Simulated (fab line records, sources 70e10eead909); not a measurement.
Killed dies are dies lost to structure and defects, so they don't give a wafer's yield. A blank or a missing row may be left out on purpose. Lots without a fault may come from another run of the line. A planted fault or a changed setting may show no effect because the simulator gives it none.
Chamber matching | flow nand_harc | NHARC_P_BONDPAD_ACTIVATE_29 on rie_diel-10: 4 sister chambers
The step chemistry N2, time 60 s. 22 wafers are shown with their chamber, then 11 later ones without.

WAFERS WITH THEIR CHAMBER
wafer  | chamber | showerhead_plenum_p_Torr (Torr) | drypump_motor_current_A (A) | oes_product_au (a.u.)
L074.1 | 3       | 1.90                            | 5.3                         | 1.008
L074.5 | 2       | 1.80                            | 6.1                         | 1.020
L074.6 | 1       | 1.88                            | 5.8                         | 0.997
L076.1 | 3       | 1.90                            | 5.3                         | 1.007
L076.3 | 0       | 1.85                            | 5.1                         | 1.002
L076.4 | 2       | 1.80                            | 6.1                         | 1.005
L077.3 | 1       | 1.88                            | 5.8                         | 0.996
L077.5 | 1       | 1.88                            | 5.8                         | 0.994
L077.6 | 2       | 1.80                            | 6.1                         | 1.012
L081.1 | 3       | 1.90                            | 5.3                         | 1.005
L081.2 | 1       | 1.88                            | 5.8                         | 1.008
L081.5 | 2       | 1.80                            | 6.0                         | 1.015
L087.3 | 2       | 1.79                            | 6.1                         | 1.007
L087.4 | 0       | 1.85                            | 5.1                         | 1.008
L087.5 | 1       | 1.88                            | 5.8                         | 1.003
L089.1 | 2       | 1.79                            | 6.0                         | 1.009
L089.2 | 1       | 1.88                            | 5.8                         | 0.987
L089.4 | 0       | 1.85                            | 5.1                         | 0.999
L092.1 | 0       | 1.85                            | 5.1                         | 1.001
L092.3 | 2       | 1.79                            | 6.0                         | 1.005
L092.6 | 3       | 1.90                            | 5.4                         | 1.001
L094.1 | 2       | 1.79                            | 6.0                         | 0.999

SIGNATURES (means of the wafers above)
reading                  | chamber 0 | chamber 1 | chamber 2 | chamber 3 | scatter within a chamber
showerhead_plenum_p_Torr | 1.8500    | 1.8800    | 1.7950    | 1.9000    | 0.00333
drypump_motor_current_A  | 5.100     | 5.800     | 6.050     | 5.325     | 0.0391
oes_product_au           | 1.00250   | 0.99750   | 1.00900   | 1.00525   | 0.00597
Rule: a wafer's distance from a chamber is the root of the sum, over the readings, of the square of ((its reading less the chamber's mean) divided by the reading's scatter). The wafer belongs to the nearest chamber; if the next one is less than 2 further off, it can't be placed. The scatter: the root of (the sum of the squares of (reading less its chamber's mean) over the shown wafers, divided by (wafers less chambers)).

WAFERS WITHOUT THEIR CHAMBER
wafer  | showerhead_plenum_p_Torr (Torr) | drypump_motor_current_A (A) | oes_product_au (a.u.)
L094.2 | 1.85                            | 5.1                         | 1.002
L094.4 | 1.88                            | 5.8                         | 0.990
L095.1 | 1.90                            | 5.3                         | 1.000
L095.3 | 1.85                            | 5.2                         | 1.013
L095.4 | 1.79                            | 6.1                         | 0.997
L097.3 | 1.90                            | 5.4                         | 1.005
L097.4 | 1.79                            | 6.0                         | 1.009
L097.5 | 1.90                            | 5.3                         | 1.009
L097.1 | 1.85                            | 5.1                         | 1.007
L097.2 | 1.88                            | 5.8                         | 0.997
L097.6 | 1.79                            | 6.1                         | 1.001

WHICH CHAMBER EACH WENT THROUGH
wafer  | from the rows above | in truth
L094.2 | 0                   | 0
L094.4 | 1                   | 1
L095.1 | 3                   | 3
L095.3 | 0                   | 0
L095.4 | 2                   | 2
L097.3 | 3                   | 3
L097.4 | 2                   | 2
L097.5 | 3                   | 3
L097.1 | 0                   | 0
L097.2 | 1                   | 1
L097.6 | 2                   | 2
Placed correctly: 11 of 11. Can't be placed from these rows: 0. Placed wrongly: 0.
